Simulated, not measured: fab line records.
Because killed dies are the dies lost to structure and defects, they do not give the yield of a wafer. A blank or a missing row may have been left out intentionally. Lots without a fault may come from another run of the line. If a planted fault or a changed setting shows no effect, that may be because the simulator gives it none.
fab line records -- flow nand_harc -- part 1 of 2: steps 1 to 4 of 6
record lots=23, wafers=69, last_day=35
route steps=1302 shown P_ZERO_WELL@19 P_CONTACT@217 P_M0@267
lots untouched by any fault: they come from a run of this same line in which no faults occurred
start_h: start of the lot's first displayed wafer, in hours after the record's first day -- wait_h: time in hours since the lot's previous step -- " unchanged from the row above -- L1.1+2: a single row standing in for several wafers -- - no value present, or no start provided -- * or withheld: withheld -- < > ~ a bound
route shown NAME@n: NAME is a module with steps in the file, n the number in the route of the first one -- usual: mean and standard deviation over wafers with no fault -- same: alike in all rows -- chamber/n: place in a boat -- sites: the reading at each site -- _std_site: the values' standard deviation -- _edge_site: the outer-site mean with the inner-site mean subtracted -- radius_mm: how far each site lies from the wafer's centre -- mask NAME#n: copy n -- behind: tool/chamber where the wafer was last shaped -- hold: cause of the lot's hold/its duration in hours/its outcome -- device: names the non-switching transistor (n, p or np) -- end of line: tests of these same wafers at the route's end -- a step without rows: its recipe alone -- killed: count of dies lost to structure and defects at first sort (not the wafer's yield) -- map: dies across one wafer; x = killed, . = not, _ = none there
set.NAME: setting as actually run; set.NAME@STEP: the setting as run at that earlier step -- model.NAME: the simulator's own value behind a step, which no gauge read
a sample of lots followed through the steps of the route, with each step as a table and each wafer as a row
services: a tool's chamber out of use, with start hour (start_h, from the record's first day; less than 0 if before it), hours out, and reason
## steps
# step NHARC_P_ZERO_WELL_ETCH_63
# recipe target_depth_a=1200, time_s=40.1, hbr_flow_sccm=150, cl2_flow_sccm=50, rf_w=400, icp_w=400, bias_w=100, chemistry=HBr/Cl2
# usual drypump_motor_current_A=5.8/0.51, hbr_flow_sccm=150.0/0.43, oes_product_au=1.001/0.009, throttle_valve_pct=26.405/0.0099
lot.wafer,tool,chamber,start_h,wait_h,drypump_motor_current_A,hbr_flow_sccm,oes_product_au,rf_hours_counter_h,throttle_valve_pct
L074.2,rie_si-03,0,21.67,-,5.2,150.1,1.003,1.03,26.406
L074.3,rie_si-03,2,21.67,-,4.7,150.5,1.013,0.79,26.398
L074.5,rie_si-03,3,21.67,-,5.6,149.5,0.996,-,26.416
L075.4,rie_si-03,2,31.81,-,4.7,149.8,1.026,0.87,26.402
L075.1,rie_si-03,0,31.81,-,5.2,150.2,1.008,1.19,26.398
L075.3,rie_si-03,1,31.81,-,6.0,149.9,1.017,1.03,26.409
L076.4,rie_si-02,2,41.68,-,6.0,149.8,1.002,0.52,26.400
L076.2,rie_si-02,3,41.68,-,6.8,149.8,1.009,0.52,26.406
L076.5,rie_si-02,1,41.68,-,6.0,150.7,1.005,-,26.417
L077.1,rie_si-02,3,51.78,-,6.8,150.0,1.007,0.55,26.405
L077.5,rie_si-02,1,51.78,-,6.0,150.0,0.997,-,26.395
L077.6,rie_si-02,2,51.78,-,6.0,149.4,1.001,-,26.402
L079.1,rie_si-03,2,71.69,-,4.7,150.8,0.993,0.13,26.383
L079.3,rie_si-03,0,71.69,-,5.1,150.2,1.001,0.19,26.407
L079.5,rie_si-03,2,71.69,-,4.7,150.0,0.996,-,26.388
L080.4,rie_si-04,0,81.65,-,5.6,150.2,1.010,0.41,26.415
L080.2,rie_si-04,3,81.65,-,5.8,149.9,1.005,0.49,26.416
L080.5,rie_si-04,1,81.65,-,6.0,149.6,0.998,-,26.384
L081.3,rie_si-03,1,91.72,-,6.0,150.5,1.005,0.21,26.413
L081.1,rie_si-03,0,91.72,-,5.2,149.5,1.011,0.27,26.399
L081.6,rie_si-03,1,91.72,-,6.0,149.7,1.007,-,26.407
L082.2,rie_si-04,3,101.66,-,5.8,149.7,0.990,0.63,26.410
L082.3,rie_si-04,0,101.66,-,5.6,150.7,1.008,0.56,26.397
L082.6,rie_si-04,3,101.66,-,5.8,150.2,0.995,-,26.391
L083.4,rie_si-04,3,111.66,-,5.8,150.3,0.990,0.79,26.406
L083.2,rie_si-04,0,111.66,-,5.6,149.8,1.018,0.71,26.424
L083.1,rie_si-04,2,111.66,-,5.8,150.4,0.990,0.71,26.411
L084.4,rie_si-03,2,121.80,-,4.7,149.3,0.994,0.45,26.427
L084.3,rie_si-03,0,121.80,-,5.2,150.0,1.010,0.48,26.399
L084.5,rie_si-03,1,121.80,-,6.0,150.3,0.995,-,26.394
L085.4,rie_si-03,2,131.72,-,4.7,150.1,0.997,0.50,26.399
L085.3,rie_si-03,3,131.72,-,5.6,150.6,1.010,0.56,26.399
L085.6,rie_si-03,2,131.72,-,4.7,150.3,0.992,-,26.426
L086.4,rie_si-02,0,141.73,-,5.6,149.4,0.995,0.14,26.401
L086.3,rie_si-02,1,141.73,-,6.0,150.1,0.992,0.13,26.418
L086.1,rie_si-02,2,141.73,-,6.0,149.9,0.991,0.11,26.417
L087.1,rie_si-02,1,151.67,-,5.9,149.3,0.998,0.19,26.401
L087.2,rie_si-02,3,151.67,-,6.8,149.5,0.996,0.18,26.411
L087.5,rie_si-02,1,151.67,-,5.9,149.5,1.001,-,26.399
L088.4,rie_si-04,2,161.71,-,5.9,149.9,0.986,0.88,26.393
L088.3,rie_si-04,0,161.71,-,5.6,149.8,1.008,0.93,26.405
L088.5,rie_si-04,2,161.71,-,5.9,150.2,0.997,-,26.406
L089.4,rie_si-02,0,171.69,-,5.6,150.6,0.990,0.31,26.403
L089.5,rie_si-02,2,171.69,-,6.0,150.4,0.987,-,26.411
L089.6,rie_si-02,3,171.69,-,6.8,150.8,0.992,-,26.423
L090.3,rie_si-04,1,181.66,-,6.0,149.8,1.011,0.02,26.415
L090.1,rie_si-04,0,181.66,-,5.6,149.9,1.001,0.05,26.395
L090.5,rie_si-04,2,181.66,-,5.8,149.9,0.999,-,26.400
L091.1,rie_si-04,1,191.57,-,6.0,149.9,1.011,0.07,26.411
L091.6,rie_si-04,2,191.57,-,5.9,150.2,0.994,-,26.416
L091.5,rie_si-04,3,191.57,-,5.8,149.8,1.007,-,26.412
L092.1,rie_si-02,1,201.87,-,6.0,149.2,1.017,0.56,26.401
L092.6,rie_si-02,3,201.87,-,6.8,149.8,1.015,-,26.407
L092.5,rie_si-02,0,201.87,-,5.6,149.3,0.997,-,26.392
L093.2,rie_si-02,0,211.66,-,5.6,150.3,1.005,0.63,26.393
L093.1,rie_si-02,3,211.66,-,6.8,149.7,1.006,0.50,26.404
L093.5,rie_si-02,1,211.66,-,6.0,149.9,1.000,-,26.401
L094.3,rie_si-02,2,221.89,-,6.0,150.9,1.007,0.52,26.406
L094.1,rie_si-02,0,221.89,-,5.6,149.7,0.995,0.71,26.404
L094.2,rie_si-02,1,221.89,-,6.0,150.3,1.004,0.67,26.411
L095.1,rie_si-03,0,231.57,-,5.2,149.1,1.007,0.00,26.405
L095.3,rie_si-03,1,231.57,-,6.0,149.5,1.017,0.00,26.409
L095.5,rie_si-03,2,231.57,-,4.7,149.7,1.018,-,26.405
L096.3,rie_si-03,0,241.69,-,5.2,150.3,0.993,0.07,26.416
L096.5,rie_si-03,3,241.69,-,5.6,149.7,1.004,-,26.393
L096.6,rie_si-03,0,241.69,-,5.2,149.9,0.991,-,26.411
L097.2,rie_si-02,3,251.83,-,6.8,149.5,1.017,0.72,26.408
L097.3,rie_si-02,0,251.83,-,5.6,150.0,0.995,0.86,26.387
L097.6,rie_si-02,3,251.83,-,6.8,150.2,1.005,-,26.402
# step NHARC_P_CONTACT_DEP_30
# recipe target_thk_a=300, temp_c=400, target_thk_nm=30, flow_sccm=200, rf_w=450, material=SiNx
# usual heater_power_w=722/89
lot.wafer,tool,chamber,start_h,wait_h,heater_power_w
L074.2,pecvd-01,0,112.98,0.1,876
L074.3,pecvd-01,2,112.98,0.1,651
L074.5,pecvd-01,1,112.98,0.1,685
L075.3,pecvd-02,2,125.94,0.1,622
L075.1,pecvd-02,0,125.94,0.1,721
L075.4,pecvd-02,0,125.94,0.1,745
L076.2,pecvd-04,1,131.07,0.1,651
L076.4,pecvd-04,0,131.07,0.1,737
L076.5,pecvd-04,1,131.07,0.1,650
L077.1,pecvd-04,2,141.04,0.1,874
L077.5,pecvd-04,0,141.04,0.1,795
L077.6,pecvd-04,1,141.04,0.1,713
L082.2,pecvd-04,1,215.30,0.1,603
L082.3,pecvd-04,0,215.30,0.1,787
L082.6,pecvd-04,1,215.30,0.1,607
L081.1,pecvd-01,1,216.15,0.1,665
L081.3,pecvd-01,2,216.15,0.1,615
L081.6,pecvd-01,2,216.15,0.1,617
L083.1,pecvd-01,2,222.16,0.1,630
L083.2,pecvd-01,1,222.16,0.1,645
L083.4,pecvd-01,2,222.16,0.1,645
L080.2,pecvd-04,2,223.44,0.1,761
L080.4,pecvd-04,2,223.44,0.1,774
L080.5,pecvd-04,0,223.44,0.1,712
L084.3,pecvd-02,1,223.56,0.1,745
L084.4,pecvd-02,1,223.56,0.1,733
L084.5,pecvd-02,2,223.56,0.1,701
L079.1,pecvd-01,0,228.98,0.1,786
L079.3,pecvd-01,1,228.98,0.1,668
L079.5,pecvd-01,0,228.98,0.1,783
L085.3,pecvd-04,2,231.65,0.1,791
L085.4,pecvd-04,1,231.65,0.1,688
L085.6,pecvd-04,0,231.65,0.1,755
L086.1,pecvd-01,2,235.11,0.1,658
L086.3,pecvd-01,0,235.11,0.1,730
L086.4,pecvd-01,1,235.11,0.1,603
L087.2,pecvd-04,0,257.17,0.1,809
L087.1,pecvd-04,1,257.17,0.1,659
L087.5,pecvd-04,1,257.17,0.1,666
L088.3,pecvd-02,2,258.72,0.1,680
L088.4,pecvd-02,2,258.72,0.1,697
L088.5,pecvd-02,1,258.72,0.1,707
L089.4,pecvd-04,1,261.85,0.2,635
L089.6,pecvd-04,2,261.85,0.2,842
L089.5,pecvd-04,0,261.85,0.2,647
L090.1,pecvd-01,2,274.40,0.1,553
L090.3,pecvd-01,0,274.40,0.1,741
L090.5,pecvd-01,1,274.40,0.1,702
L091.1,pecvd-02,2,281.14,0.1,607
L091.5,pecvd-02,2,281.14,0.1,606
L091.6,pecvd-02,1,281.14,0.1,693
L092.1,pecvd-04,2,299.61,0.1,903
L092.5,pecvd-04,1,299.61,0.1,609
L092.6,pecvd-04,0,299.61,0.1,773
L093.2,pecvd-01,1,301.59,0.1,607
L093.1,pecvd-01,0,301.59,0.1,846
L093.5,pecvd-01,0,301.59,0.1,850
L094.3,pecvd-04,0,312.79,0.1,805
L094.2,pecvd-04,1,312.79,0.1,718
L094.1,pecvd-04,2,312.79,0.1,823
L095.3,pecvd-04,1,332.72,0.1,609
L095.1,pecvd-04,0,332.72,0.1,784
L095.5,pecvd-04,1,332.72,0.1,614
L096.3,pecvd-04,1,339.08,0.1,612
L096.5,pecvd-04,2,339.08,0.1,862
L096.6,pecvd-04,0,339.08,0.1,780
L097.3,pecvd-01,1,344.12,0.1,592
L097.2,pecvd-01,2,344.12,0.1,654
L097.6,pecvd-01,2,344.12,0.1,654
# step NHARC_P_CONTACT_DESCUM_17
# recipe time_s=3, o2_flow_sccm=200, ar_flow_sccm=0, bias_power_w=0, chemistry=O2
# usual drypump_motor_current_A=5.62/0.23, oes_product_au=0.995/0.012, rf_vpp_V=57.7/0.9, showerhead_plenum_p_Torr=1.90/0.079, throttle_valve_pct=11.310/0.0085
# same bias_power_w=0
lot.wafer,tool,chamber,start_h,wait_h,drypump_motor_current_A,oes_product_au,rf_hours_counter_h,rf_vpp_V,showerhead_plenum_p_Torr,throttle_valve_pct
L074.2,rie_diel-07,1,114.59,0.1,5.49,1.006,4.0,56.3,1.82,11.301
L074.3,rie_diel-07,3,114.59,0.1,5.73,0.983,3.8,58.0,1.96,11.307
L074.5,rie_diel-07,2,114.59,0.1,5.23,0.988,-,58.4,2.05,11.316
L075.4,rie_diel-13,3,127.68,0.1,5.39,0.984,4.7,57.9,1.86,11.314
L075.1,rie_diel-13,0,127.68,0.1,5.89,1.007,4.5,57.1,1.82,11.318
L075.3,rie_diel-13,2,127.68,0.1,6.14,0.996,4.9,57.7,1.87,11.294
L076.4,rie_diel-07,1,132.64,0.1,5.47,1.003,0.0,56.8,1.82,11.312
L076.2,rie_diel-07,0,132.64,0.1,5.54,0.991,0.0,57.6,1.83,11.313
L076.5,rie_diel-07,1,132.64,0.1,5.48,1.003,-,56.4,1.82,11.306
L077.1,rie_diel-07,2,142.79,0.1,5.23,1.004,0.6,58.9,2.05,11.318
L077.5,rie_diel-07,3,142.79,0.1,5.71,0.983,-,58.5,1.96,11.315
L077.6,rie_diel-07,0,142.79,0.1,5.53,0.992,-,56.5,1.83,11.303
L082.3,rie_diel-07,0,217.04,0.1,5.54,1.009,2.2,57.2,1.83,11.310
L082.2,rie_diel-07,2,217.04,0.1,5.25,0.992,2.0,59.8,2.05,11.319
L082.6,rie_diel-07,3,217.04,0.1,5.72,0.994,-,58.3,1.96,11.328
L081.3,rie_diel-13,0,217.84,0.1,5.86,1.006,0.5,56.7,1.82,11.313
L081.1,rie_diel-13,3,217.84,0.1,5.43,0.988,0.6,58.5,1.86,11.319
L081.6,rie_diel-13,3,217.84,0.1,5.43,0.983,-,57.4,1.86,11.287
L083.1,rie_diel-13,3,223.89,0.1,5.39,0.978,1.2,57.8,1.86,11.316
L083.2,rie_diel-13,2,223.89,0.1,6.14,1.004,1.3,56.9,1.87,11.317
L083.4,rie_diel-13,0,223.89,0.1,5.89,1.013,-,57.6,1.82,11.311
L080.2,rie_diel-13,3,225.15,0.1,5.42,0.987,1.8,58.5,1.86,11.304
L080.5,rie_diel-13,0,225.15,0.1,5.88,1.017,-,57.1,1.82,11.309
L080.4,rie_diel-13,2,225.15,0.1,6.10,1.004,-,55.6,1.87,11.312
L084.3,rie_diel-07,2,225.30,0.1,5.24,0.972,2.9,58.2,2.05,11.319
L084.4,rie_diel-07,3,225.30,0.1,5.67,0.972,2.7,58.3,1.96,11.305
L084.5,rie_diel-07,0,225.30,0.1,5.48,1.001,-,57.4,1.83,11.311
L079.1,rie_diel-07,3,230.66,0.1,5.68,0.982,3.2,57.2,1.96,11.304
L079.3,rie_diel-07,1,230.66,0.1,5.50,0.996,3.2,56.3,1.82,11.315
L079.5,rie_diel-07,0,230.66,0.1,5.53,0.993,-,56.3,1.83,11.302
L085.3,rie_diel-02,0,233.21,0.1,5.52,0.986,1.0,58.1,2.00,11.325
L085.6,rie_diel-02,2,233.21,0.1,5.67,0.987,-,57.0,1.88,11.309
L085.4,rie_diel-02,3,233.21,0.1,5.76,0.989,-,56.6,1.91,11.314
L086.3,rie_diel-13,2,236.84,0.1,6.13,1.008,2.5,58.6,1.87,11.310
L086.4,rie_diel-13,3,236.84,0.1,5.42,0.978,2.5,57.5,1.86,11.309
L086.1,rie_diel-13,0,236.84,0.1,5.88,1.004,2.4,58.5,1.82,11.303
L087.2,rie_diel-02,0,258.77,0.1,5.49,0.996,2.5,59.2,2.00,11.306
L087.1,rie_diel-02,1,258.77,0.1,5.90,1.001,0.5,57.6,1.83,11.302
L087.5,rie_diel-02,0,258.77,0.1,5.51,0.993,-,57.1,2.00,11.299
L088.4,rie_diel-07,3,260.31,0.1,5.67,0.984,4.2,58.1,1.96,11.299
L088.3,rie_diel-07,0,260.31,0.1,5.52,1.005,4.4,57.3,1.83,11.317
L088.5,rie_diel-07,3,260.31,0.1,5.70,0.985,-,57.3,1.96,11.294
L089.4,rie_diel-02,2,263.47,0.1,5.68,0.989,3.1,57.1,1.88,11.301
L089.6,rie_diel-02,2,263.47,0.1,5.68,0.980,-,59.1,1.88,11.300
L089.5,rie_diel-02,3,263.47,0.1,5.70,0.984,-,57.7,1.91,11.313
L090.3,rie_diel-13,0,276.09,0.1,5.90,1.024,3.7,56.3,1.82,11.321
L090.1,rie_diel-13,2,276.09,0.1,6.10,0.999,3.6,58.3,1.87,11.320
L090.5,rie_diel-13,3,276.09,0.1,5.41,0.982,-,59.2,1.85,11.307
L091.1,rie_diel-02,3,282.88,0.1,5.79,0.977,4.0,57.7,1.91,11.313
L091.6,rie_diel-02,1,282.88,0.1,5.95,0.995,-,56.9,1.83,11.307
L091.5,rie_diel-02,2,282.88,0.1,5.69,0.997,-,58.1,1.88,11.301
L092.1,rie_diel-02,3,301.20,0.1,5.75,0.987,5.0,57.8,1.91,11.308
L092.5,rie_diel-02,0,301.20,0.1,5.53,1.000,-,56.4,2.00,11.307
L092.6,rie_diel-02,1,301.20,0.1,5.97,0.984,-,58.5,1.83,11.313
L093.1,rie_diel-07,0,303.31,0.1,5.53,1.001,0,57.5,1.83,11.312
L093.2,rie_diel-07,3,303.31,0.1,5.68,0.984,0,57.7,1.96,11.323
L093.5,rie_diel-07,0,303.31,0.1,5.53,0.991,-,55.5,1.83,11.301
L094.2,rie_diel-07,0,314.39,0.1,5.51,0.989,0.3,57.7,1.83,11.310
L094.3,rie_diel-07,1,314.39,0.1,5.49,1.011,0.4,57.3,1.81,11.298
L094.1,rie_diel-07,3,314.39,0.1,5.74,0.979,0.5,58.8,1.96,11.317
L095.3,rie_diel-02,0,334.49,0.1,5.49,0.985,6.5,58.8,2.00,11.315
L095.1,rie_diel-02,1,334.49,0.1,5.99,1.000,4.2,57.1,1.83,11.310
L095.5,rie_diel-02,3,334.49,0.1,5.71,0.995,-,56.8,1.91,11.319
L096.3,rie_diel-07,1,340.76,0.1,5.50,1.013,1.0,56.3,1.81,11.301
L096.6,rie_diel-07,2,340.76,0.1,5.25,1.022,-,57.8,2.05,11.314
L096.5,rie_diel-07,3,340.76,0.1,5.70,0.985,-,58.7,1.96,11.324
L097.2,rie_diel-07,1,345.85,0.1,5.50,1.005,1.4,57.5,1.81,11.315
L097.3,rie_diel-07,2,345.85,0.1,5.24,1.019,1.3,58.0,2.05,11.302
L097.6,rie_diel-07,0,345.85,0.1,5.53,0.990,-,57.8,1.83,11.305
# step NHARC_P_CONTACT_STRIP_28
# recipe o2_flow_sccm=500, ar_flow_sccm=0, bias_w=0, chemistry=O2
# usual drypump_motor_current_A=5.69/0.26, oes_product_au=0.995/0.012, rf_vpp_V=57.7/0.8, showerhead_plenum_p_Torr=3.50/0.13, throttle_valve_pct=17.036/0.0091
lot.wafer,tool,chamber,start_h,wait_h,drypump_motor_current_A,oes_product_au,rf_hours_counter_h,rf_vpp_V,showerhead_plenum_p_Torr,throttle_valve_pct
L074.2,rie_diel-02,2,115.54,0.1,5.70,1.010,4.0,58.8,3.48,17.030
L074.3,rie_diel-02,0,115.54,0.1,5.52,1.000,4.4,57.9,3.68,17.037
L074.5,rie_diel-02,3,115.54,0.1,5.79,0.992,-,57.6,3.53,17.047
L075.3,rie_diel-02,1,128.63,0.1,6.00,0.993,2.6,57.9,3.40,17.042
L075.4,rie_diel-02,2,128.63,0.1,5.71,1.003,5.0,57.2,3.48,17.028
L075.1,rie_diel-02,0,128.63,0.1,5.51,1.005,5.2,58.8,3.68,17.042
L076.2,rie_diel-02,0,133.60,0.1,5.52,0.991,5.5,57.3,3.68,17.046
L076.5,rie_diel-02,0,133.60,0.1,5.49,0.992,-,58.0,3.68,17.036
L076.4,rie_diel-02,1,133.60,0.1,5.96,1.005,-,56.2,3.39,17.040
L077.1,rie_diel-02,3,143.76,0.1,5.76,0.986,5.1,58.5,3.53,17.031
L077.5,rie_diel-02,0,143.76,0.1,5.54,0.993,-,57.7,3.68,17.033
L077.6,rie_diel-02,1,143.76,0.1,5.98,1.012,-,55.9,3.39,17.033
L082.3,rie_diel-07,0,218.01,0.1,5.54,0.988,2.5,58.1,3.39,17.032
L082.2,rie_diel-07,1,218.01,0.1,5.48,0.984,2.3,57.1,3.36,17.046
L082.6,rie_diel-07,2,218.01,0.1,5.24,0.981,-,59.3,3.76,17.023
L081.3,rie_diel-13,0,218.93,0.1,5.89,1.016,0.9,57.1,3.37,17.023
L081.1,rie_diel-13,3,218.93,0.1,5.43,0.982,1.0,57.2,3.43,17.044
L081.6,rie_diel-13,3,218.93,0.1,5.40,0.980,-,57.2,3.43,17.061
L083.4,rie_diel-07,0,225.09,0.1,5.54,0.994,2.8,57.0,3.39,17.036
L083.1,rie_diel-07,1,225.09,0.1,5.50,1.005,2.8,58.1,3.36,17.022
L083.2,rie_diel-07,2,225.09,0.1,5.25,0.990,2.9,58.6,3.76,17.038
L084.3,rie_diel-13,0,226.23,0.1,5.88,1.011,2.1,57.0,3.37,17.031
L084.5,rie_diel-13,0,226.23,0.1,5.88,1.014,-,56.5,3.37,17.029
L084.4,rie_diel-13,2,226.23,0.1,6.12,1.002,-,56.5,3.46,17.052
L080.2,rie_diel-02,3,226.27,0.1,5.76,0.974,0.0,57.6,3.53,17.037
L080.5,rie_diel-02,2,226.27,0.1,5.70,0.974,-,57.0,3.48,17.034
L080.4,rie_diel-02,3,226.27,0.1,5.77,0.985,-,58.5,3.53,17.039
L079.3,rie_diel-13,3,231.62,0.1,5.42,0.991,2.3,57.6,3.43,17.025
L079.1,rie_diel-13,0,231.62,0.1,5.90,1.020,2.2,56.7,3.37,17.015
L079.5,rie_diel-13,2,231.62,0.1,6.14,1.006,-,58.5,3.46,17.035
L085.4,rie_diel-13,1,234.34,0.1,5.67,0.993,0.4,58.7,3.69,17.029
L085.3,rie_diel-13,2,234.34,0.1,6.14,1.013,2.4,57.4,3.46,17.046
L085.6,rie_diel-13,3,234.34,0.1,5.44,0.984,-,57.5,3.43,17.035
L086.4,rie_diel-07,1,237.80,0.1,5.50,1.012,3.8,58.2,3.36,17.029
L086.1,rie_diel-07,2,237.80,0.1,5.25,0.988,3.8,58.4,3.76,17.043
L086.3,rie_diel-07,3,237.80,0.1,5.76,0.998,3.7,58.1,3.61,17.042
L087.2,rie_diel-13,3,259.71,0.1,5.44,0.986,3.5,57.8,3.43,17.051
L087.1,rie_diel-13,1,259.71,0.1,5.66,0.992,1.6,57.5,3.69,17.041
L087.5,rie_diel-13,3,259.71,0.1,5.43,0.987,-,56.2,3.43,17.045
L088.4,rie_diel-13,3,261.29,0.1,5.40,0.986,3.6,58.8,3.43,17.027
L088.3,rie_diel-13,0,261.29,0.1,5.90,1.016,3.6,57.8,3.37,17.030
L088.5,rie_diel-13,2,261.29,0.1,6.12,0.997,-,56.2,3.46,17.032
L089.4,rie_diel-07,0,264.47,0.1,5.54,0.991,4.9,57.2,3.39,17.030
L089.5,rie_diel-07,1,264.47,0.1,5.49,1.013,-,57.0,3.36,17.064
L089.6,rie_diel-07,2,264.47,0.1,5.24,0.990,-,59.1,3.76,17.036
L090.3,rie_diel-07,1,277.03,0.1,5.50,1.008,4.9,58.0,3.36,17.033
L090.1,rie_diel-07,2,277.03,0.1,5.26,0.998,4.8,57.6,3.76,17.033
L090.5,rie_diel-07,2,277.03,0.1,5.25,0.990,-,58.7,3.76,17.033
L091.1,rie_diel-07,0,283.84,0.1,5.56,0.985,5.2,57.5,3.39,17.026
L091.6,rie_diel-07,0,283.84,0.1,5.54,0.999,-,56.7,3.39,17.035
L091.5,rie_diel-07,2,283.84,0.1,5.24,0.985,-,58.0,3.76,17.038
L092.1,rie_diel-13,2,302.12,0.1,6.16,0.996,4.5,58.2,3.46,17.021
L092.6,rie_diel-13,2,302.12,0.1,6.16,1.013,-,59.6,3.46,17.026
L092.5,rie_diel-13,3,302.12,0.1,5.44,0.986,-,57.2,3.43,17.047
L093.1,rie_diel-13,1,304.28,0.1,5.67,0.992,2.6,57.6,3.69,17.025
L093.2,rie_diel-13,2,304.28,0.1,6.11,0.991,4.5,57.0,3.46,17.022
L093.5,rie_diel-13,3,304.28,0.1,5.42,0.974,-,58.1,3.43,17.030
L094.1,rie_diel-13,1,315.34,0.1,5.66,0.989,2.8,59.7,3.69,17.038
L094.3,rie_diel-13,2,315.34,0.1,6.13,1.006,4.6,58.4,3.46,17.037
L094.2,rie_diel-13,3,315.34,0.1,5.43,0.978,4.8,57.8,3.43,17.029
L095.1,rie_diel-13,3,335.43,0.1,5.42,0.971,5.1,58.1,3.43,17.050
L095.3,rie_diel-13,0,335.43,0.1,5.90,0.998,5.2,58.1,3.37,17.027
L095.5,rie_diel-13,0,335.43,0.1,5.90,0.998,-,58.1,3.37,17.044
L096.3,rie_diel-02,0,341.71,0.1,5.51,1.007,6.9,57.9,3.68,17.041
L096.6,rie_diel-02,2,341.71,0.1,5.70,0.980,-,57.7,3.47,17.042
L096.5,rie_diel-02,3,341.71,0.1,5.74,0.995,-,57.4,3.52,17.033
L097.2,rie_diel-02,0,346.82,0.1,5.53,0.992,7.0,57.4,3.68,17.027
L097.3,rie_diel-02,1,346.82,0.1,5.97,0.994,4.5,56.4,3.39,17.034
L097.6,rie_diel-02,2,346.82,0.1,5.71,0.963,-,56.3,3.47,17.043
